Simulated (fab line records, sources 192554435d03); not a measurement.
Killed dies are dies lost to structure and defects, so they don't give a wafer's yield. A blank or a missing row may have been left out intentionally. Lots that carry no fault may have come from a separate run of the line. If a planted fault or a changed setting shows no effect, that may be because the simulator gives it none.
fab line records	flow n5-finfet
record lots=10	wafers=30	last-day=20
route steps=1938 shown BEOL_M0@750 BEOL_M1@751 BEOL_M4@1111 PASSIVATION@1936
lots untouched by any fault: they come from a run of this same line in which no faults occurred
start-h: hours from the record's opening day to when the first of the lot's shown wafers began	wait-h: time in hours since the lot's previous step	" same as the row above	L1.1+2: several wafers, shown together as one row	- value missing, or start not given	* or withheld: withheld	< > ~ a bound
route shown NAME@n: a module of which the file shows steps, and the number in the route of the first	usual: mean/standard deviation of fault-free wafers	same: alike in all rows	chamber/n: place in a boat	sites: each site's reading	_std_site: standard deviation across them	_edge_site: inner sites' mean taken away from outer sites' mean	radius-mm: for every site, how far away it sits from the centre of the wafer	mask NAME#n: copy n	behind: tool/chamber where the wafer was last shaped	hold: the reason the lot was held/the length of the hold in hours/how it ended	device: whichever transistor did not switch (one of n, p or np)	end of line: the same wafers' tests at the end of the route	a step given without rows: its recipe and nothing more	killed: dies lost to structure and defects at the first sort, not the wafer's yield	map: a wafer's dies, x killed, . not, _ none there
set.NAME: the run value of the setting; set.NAME@STEP: its run value at that earlier step	model.NAME: the simulator's own value behind a step, which no gauge read
steps of the route over a sample of lots; a table a step, a row a wafer
services: from which hour (start-h, from the record's first day; less than 0 if before it) a tool's chamber was out of use, for how many hours, and why
## steps
# step N5_BEOL_M0_INSPECT_127
# recipe inspect-instrument=darkfield	mode=post-dep
# usual raw-defect-count=66/23
lot.wafer	tool	chamber	start-h	wait-h	raw-defect-count
L633.1	defect-inspect-01	-	118.60	0.0	99
L633.4	"	-	"	"	58
L633.6	"	-	"	"	79
L634.1	defect-inspect-01	-	127.11	0.0	54
L634.4	"	-	"	"	125
L634.5	"	-	"	"	61
L635.2	defect-inspect-01	-	136.48	0.0	70
L635.3	"	-	"	"	54
L635.5	"	-	"	"	76
L637.1	defect-inspect-01	-	140.82	0.0	75
L637.4	"	-	"	"	109
L637.6	"	-	"	"	116
L638.4	defect-inspect-01	-	150.04	0.0	98
L638.5	"	-	"	"	85
L638.6	"	-	"	"	68
L639.2	defect-inspect-01	-	163.96	0.0	36
L639.3	"	-	"	"	40
L639.6	"	-	"	"	47
L644.3	defect-inspect-02	-	196.92	0.0	106
L644.4	"	-	"	"	63
L644.5	"	-	"	"	61
L652.2	defect-inspect-02	-	238.23	0.0	73
L652.3	"	-	"	"	139
L652.4	"	-	"	"	60
L654.1	defect-inspect-02	-	247.96	0.0	75
L654.3	"	-	"	"	51
L654.6	"	-	"	"	72
L656.1	defect-inspect-01	-	278.24	0.0	67
L656.2	"	-	"	"	53
L656.5	"	-	"	"	36
# step N5_BEOL_M1_ILD_DEP_00
# recipe material=SiOC	target-thk-a=790	temp-c=350	precursor=DEMS/O2	pressure-torr=5	rf-w=500	time-s=15.3
# usual heater-power-w=469/47	rf-fwd-power-W=494.6/2.4	showerhead-plenum-p-Torr=5.691/0.013	throttle-valve-pct=11.9/0.44
lot.wafer	tool	chamber	start-h	wait-h	heater-power-w	rf-fwd-power-W	showerhead-plenum-p-Torr	throttle-valve-pct
L633.1	pecvd-04	2	118.63	0.0	551	495.6	5.691	12.3
L633.4	"	0	"	"	452	497.2	5.713	12.3
L633.6	"	2	"	"	451	497.2	5.682	12.2
L634.1	pecvd-03	0	127.15	0.0	497	495.6	5.698	12.0
L634.4	"	2	"	"	424	490.5	5.670	12.6
L634.5	"	0	"	"	480	496.4	5.696	12.1
L635.2	pecvd-03	1	136.52	0.0	397	494.8	5.675	11.5
L635.3	"	2	"	"	454	492.6	5.671	12.8
L635.5	"	2	"	"	448	492.0	5.683	12.5
L637.1	pecvd-03	1	140.85	0.0	495	493.4	5.664	11.6
L637.4	"	2	"	"	480	491.6	5.666	12.7
L637.6	"	0	"	"	467	493.9	5.693	12.2
L638.4	pecvd-04	1	150.09	0.1	434	496.2	5.691	11.3
L638.5	"	0	"	"	457	496.8	5.697	12.3
L638.6	"	2	"	"	544	494.1	5.696	12.0
L639.2	pecvd-02	1	164.00	0.0	386	494.6	5.695	11.9
L639.3	"	2	"	"	460	488.6	5.674	11.8
L639.6	"	1	"	"	404	494.0	5.684	11.6
L644.3	pecvd-04	0	196.95	0.0	468	495.7	5.697	12.2
L644.4	"	2	"	"	489	498.8	5.693	12.5
L644.5	"	0	"	"	480	495.7	5.700	12.3
L652.2	pecvd-04	1	238.26	0.0	423	492.8	5.694	11.4
L652.3	"	2	"	"	565	494.6	5.690	12.4
L652.4	"	1	"	"	422	495.0	5.700	11.2
L654.1	pecvd-02	2	248.00	0.0	464	488.0	5.675	12.1
L654.3	"	0	"	"	515	494.7	5.715	11.8
L654.6	"	0	"	"	516	495.6	5.707	11.5
L656.1	pecvd-03	1	278.28	0.0	502	495.9	5.693	11.7
L656.2	"	2	"	"	456	493.1	5.656	11.7
L656.5	"	2	"	"	462	490.3	5.662	11.9
# step N5_BEOL_M1_HM_DEP_02
# recipe material=TiN	target-thk-a=200	temp-c=25	chamber-pressure-pa=0.49996
# usual throttle-valve-pct=30.6/0.62
lot.wafer	tool	chamber	start-h	wait-h	throttle-valve-pct
L633.1	pvd-sputter-02	-	120.45	1.7	30.1
L633.4	"	-	"	"	29.8
L633.6	"	-	"	"	29.7
L634.1	pvd-sputter-02	-	129.18	1.9	31.0
L634.4	"	-	"	"	30.0
L634.5	"	-	"	"	31.0
L635.2	pvd-sputter-02	-	136.82	0.2	30.1
L635.3	"	-	"	"	31.0
L635.5	"	-	"	"	30.1
L637.1	pvd-sputter-03	-	142.51	1.5	30.0
L637.4	"	-	"	"	29.4
L637.6	"	-	"	"	30.7
L638.4	pvd-sputter-01	-	151.28	1.1	31.3
L638.5	"	-	"	"	30.5
L638.6	"	-	"	"	30.7
L639.2	pvd-sputter-01	-	166.37	2.3	30.1
L639.3	"	-	"	"	31.5
L639.6	"	-	"	"	31.4
L644.3	pvd-sputter-02	-	199.32	2.2	30.2
L644.4	"	-	"	"	30.1
L644.5	"	-	"	"	30.2
L652.2	pvd-sputter-02	-	241.25	2.8	30.2
L652.3	"	-	"	"	30.1
L652.4	"	-	"	"	29.7
L654.1	pvd-sputter-03	-	249.83	1.7	30.1
L654.3	"	-	"	"	30.5
L654.6	"	-	"	"	30.4
L656.1	pvd-sputter-03	-	279.51	1.1	30.4
L656.2	"	-	"	"	30.9
L656.5	"	-	"	"	30.2
# step N5_BEOL_M1_COAT_76
# recipe resist=underlayer	temp-c=205	time-s=60	spin-rpm=1500	resist-thk-nm=5
# usual plate-temp-C=204.99/0.16	spin-speed-rpm=1500.0/1
lot.wafer	tool	chamber	start-h	wait-h	plate-temp-C	spin-speed-rpm
L633.1	litho-track-02	0	121.56	-	204.94	1501.7
L633.4	"	0	"	"	205.03	1499.4
L633.6	"	0	"	"	205.11	1501.6
L634.1	litho-track-02	0	130.26	-	205.01	1501.5
L634.4	"	0	"	"	205.18	1500.1
L634.5	"	0	"	"	204.94	1499.2
L635.2	litho-track-03	0	137.84	-	204.91	1499.8
L635.3	"	0	"	"	205.01	1499.9
L635.5	"	0	"	"	205.10	1501.0
L637.1	litho-track-02	0	143.49	-	205.02	1500.7
L637.4	"	0	"	"	205.08	1500.7
L637.6	"	0	"	"	204.91	1500.4
L638.4	litho-track-02	0	152.45	-	204.96	1498.9
L638.5	"	0	"	"	204.96	1498.6
L638.6	"	0	"	"	204.74	1500.1
L639.2	litho-track-02	0	167.42	-	204.83	1617.7
L639.3	"	0	"	"	204.88	1617.0
L639.6	"	0	"	"	205.06	1616.0
L644.3	litho-track-02	0	200.32	-	204.90	1617.5
L644.4	"	0	"	"	204.75	1615.9
L644.5	"	0	"	"	204.88	1616.9
L652.2	litho-track-03	0	242.26	-	205.06	1500.8
L652.3	"	0	"	"	204.77	1501.1
L652.4	"	0	"	"	204.97	1499.1
L654.1	litho-track-03	0	251.20	-	204.72	1500.6
L654.3	"	0	"	"	204.72	1500.8
L654.6	"	0	"	"	205.15	1500.7
L656.1	litho-track-02	0	280.49	-	204.65	1499.9
L656.2	"	0	"	"	204.86	1501.5
L656.5	"	0	"	"	204.60	1500.2
# step N5_BEOL_M4_RC_MEAS_101
# usual DIBL_N=36.6/1.1	DIBL_P=36.8/1.6	IOFF_N=0.169/0.024	IOFF_P=0.206/0.028	ION_N=679/9.2	ION_P=462/7	SS_N=71.6/0.57	SS_P=73.3/0.57	VT_N=248.8/2.4	VT_P=-251/3
lot.wafer	tool	chamber	start-h	wait-h	DIBL_N[mV/V]	DIBL_P[mV/V]	IOFF_N[nA/um]	IOFF_P[nA/um]	ION_N[uA/um]	ION_P[uA/um]	SS_N[mV/dec]	SS_P[mV/dec]	VT_N[mV]	VT_P[mV]
L633.1	prober-02	0	193.26	0.0	36.5	36.2	0.161	0.177	674	462	70.6	73.1	248.3	-256
L633.4	"	0	"	"	36.5	36.3	0.161	0.175	688	460	71.0	73.1	249.3	-255
L633.6	"	0	"	"	34.9	33.7	0.131	0.148	659	453	70.3	72.7	254.6	-258
L635.2	prober-02	0	196.26	0.2	38.0	36.6	0.222	0.228	689	460	72.8	73.8	244.6	-247
L635.3	"	0	"	"	35.2	33.2	0.158	0.176	684	460	71.6	72.5	246.5	-251
L635.5	"	0	"	"	36.1	34.4	0.171	0.189	677	462	71.7	73.7	247.0	-251
L634.1	prober-01	0	201.25	0.0	36.0	36.4	0.155	0.200	667	450	71.4	73.4	250.5	-254
L634.4	"	0	"	"	36.7	37.5	0.184	0.223	683	461	72.0	72.9	245.8	-250
L634.5	"	0	"	"	35.0	34.9	0.150	0.181	666	451	70.9	73.3	249.7	-256
L638.4	prober-02	0	222.92	0.5	36.6	38.2	0.165	0.221	691	468	71.3	72.3	248.0	-249
L638.5	"	0	"	"	35.6	36.9	0.140	0.201	668	465	71.5	72.2	250.8	-251
L638.6	"	0	"	"	38.0	39.2	0.183	0.234	683	473	72.2	73.5	250.1	-248
L637.1	prober-02	0	229.51	0.0	36.5	39.0	0.202	0.228	691	468	72.6	74.4	246.6	-251
L637.4	"	0	"	"	36.4	39.1	0.185	0.222	682	463	72.5	73.7	250.5	-251
L637.6	"	0	"	"	37.8	39.4	0.219	0.236	681	461	72.2	74.2	246.0	-254
L639.2	prober-01	0	233.59	0.2	37.4	38.7	0.190	0.251	677	464	71.4	73.9	244.4	-251
L639.3	"	0	"	"	38.6	38.5	0.212	0.245	680	461	72.2	74.0	247.3	-246
L639.6	"	0	"	"	37.8	38.2	0.190	0.239	691	466	71.9	74.2	246.7	-249
L644.3	prober-01	0	264.19	0.3	36.8	36.2	0.164	0.212	688	469	71.3	73.0	247.4	-251
L644.4	"	0	"	"	38.2	37.8	0.193	0.240	694	473	71.7	74.0	246.7	-249
L644.5	"	0	"	"	36.5	35.4	0.152	0.204	671	458	71.6	73.1	248.8	-250
L652.2	prober-02	0	306.90	0.2	36.7	35.8	0.169	0.236	681	468	71.6	72.7	248.6	-248
L652.3	"	0	"	"	35.1	34.5	0.149	0.217	677	469	71.0	73.1	249.2	-249
L652.4	"	0	"	"	36.9	36.0	0.172	0.234	684	468	72.2	72.9	246.8	-248
L654.1	prober-02	0	339.08	0.0	35.1	35.8	0.150	0.162	672	450	71.7	73.1	249.1	-257
L654.3	"	0	"	"	35.8	37.0	0.165	0.175	675	447	71.1	73.6	247.9	-255
L654.6	"	0	"	"	36.7	37.9	0.179	0.186	685	456	71.0	74.1	247.0	-256
L656.1	prober-02	0	349.03	0.0	35.9	36.9	0.140	0.171	673	455	70.7	72.8	255.4	-252
L656.2	"	0	"	"	36.3	37.3	0.143	0.179	675	460	71.4	72.9	252.2	-253
L656.5	"	0	"	"	37.0	38.6	0.157	0.190	675	461	71.6	72.7	250.8	-252
# step N5_PASSIVATION_PROBE_49
# usual defect-limited-yield=91.1/1.5	killed_at_M0_to_M3=36/11	killed_at_M4_up=14/5.6	killed-at-contacts=11/5.6	killed-at-front-end=40/12	killed-at-other=4/3.2	killed-dies=105/17	killed-open=69/12	killed-short=34/8.4	sort_bin_5_function=5.2/0.95	sort_bin_6_memory=3.3/0.63	sort-n-pass=1075/17	sort-yield-pct=91.1/1.5
# same gross-dies=1180	killed-at-back-side=0	sort_bin_4_leakage[%]=0	sort_bin_8_speed[%]=0
lot.wafer	tool	chamber	start-h	wait-h	defect-limited-yield[%]	killed_at_M0_to_M3	killed_at_M4_up	killed-at-contacts	killed-at-front-end	killed-at-other	killed-dies	killed-open	killed-short	sort_bin_5_function[%]	sort_bin_6_memory[%]	sort-n-pass	sort-yield-pct[%]
L639.2	prober-01	-	339.82	0.1	89.4	21	29	16	59	0	125	81	41	6.5	3.7	1055	89.4
L639.3	prober-01	-	339.87	0.1	89.2	23	15	15	73	1	127	77	44	5.7	4.2	1053	89.2
L639.6	prober-01	-	340.02	0.3	88.6	35	20	19	59	1	134	91	37	6.4	4.4	1046	88.6
# killed by level:class
L639.2 BEOL_M4:geometric-particle:open=21 FIN_SAQP:geometric-particle:short=15 MOL_CONTACT_COAG:geometric-particle:open=15 STI_FIN_REVEAL:geometric-particle:open=10 FIN_SAQP:geometric-particle:open=7 DUMMY_GATE:geometric-particle:open=7 BEOL_M0_SAQP:geometric-particle:short=6 BEOL_M2:geometric-particle:open=6
L639.3 STI_FIN_REVEAL:geometric-particle:open=13 FIN_SAQP:geometric-particle:open=11 MOL_CONTACT_COAG:geometric-particle:open=11 FIN_SAQP:geometric-particle:short=10 DUMMY_GATE:geometric-particle:open=9 GATE_CUT:geometric-particle:short=8 BEOL_M0_SAQP:geometric-particle:short=7 BEOL_M4:geometric-particle:open=5
L639.6 STI_FIN_REVEAL:geometric-particle:open=16 MOL_CONTACT_COAG:geometric-particle:open=15 GATE_CUT:geometric-particle:short=9 BEOL_M3:geometric-particle:open=8 BEOL_M4:geometric-particle:open=8 FIN_SAQP:geometric-particle:open=6 BEOL_M0_SAQP:geometric-particle:open=6 BEOL_M1:geometric-particle:open=6
## services
tool	chamber	start-h	hours	kind
pecvd-02	-	100.63	55.4	repair
pecvd-03	2	102.20	5.0	scheduled-down
pecvd-03	0	112.17	8.8	repair
pvd-sputter-01	-	115.28	5.0	repair
pvd-sputter-01	-	137.31	1.3	repair
pvd-sputter-03	-	164.50	2.8	repair
pecvd-03	-	174.30	14.6	pm
pecvd-02	-	190.02	14.6	pm
pecvd-03	1	192.86	2.1	scheduled-down
pecvd-04	0	200.85	2.1	scheduled-down
pecvd-03	2	212.06	18.9	repair
pecvd-02	0	215.90	2.2	repair
pecvd-03	-	270.21	0.6	repair
pecvd-04	0	273.01	5.5	scheduled-down
## key
first-sign step=N5_BEOL_M1_COAT_76	reading=spin-speed-rpm	direction=up	sigmas=99+	usual=*	struck=*
effect none on later readings
met-at N5_BEOL_M1_COAT_76
struck-lots L639,L644
not-acting-at N5_BEOL_M0_INSPECT_127,N5_BEOL_M1_ILD_DEP_00,N5_BEOL_M1_HM_DEP_02
onset-between 152.45 167.42
fault kind=process-parameter-drift	tool=litho-track-02	chamber=-	onset-h=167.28	steps=N5_BEOL_M1_COAT_76	channel=spin-rpm	offset=*	shape=step	end-h=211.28	acts-in=*	stated=*
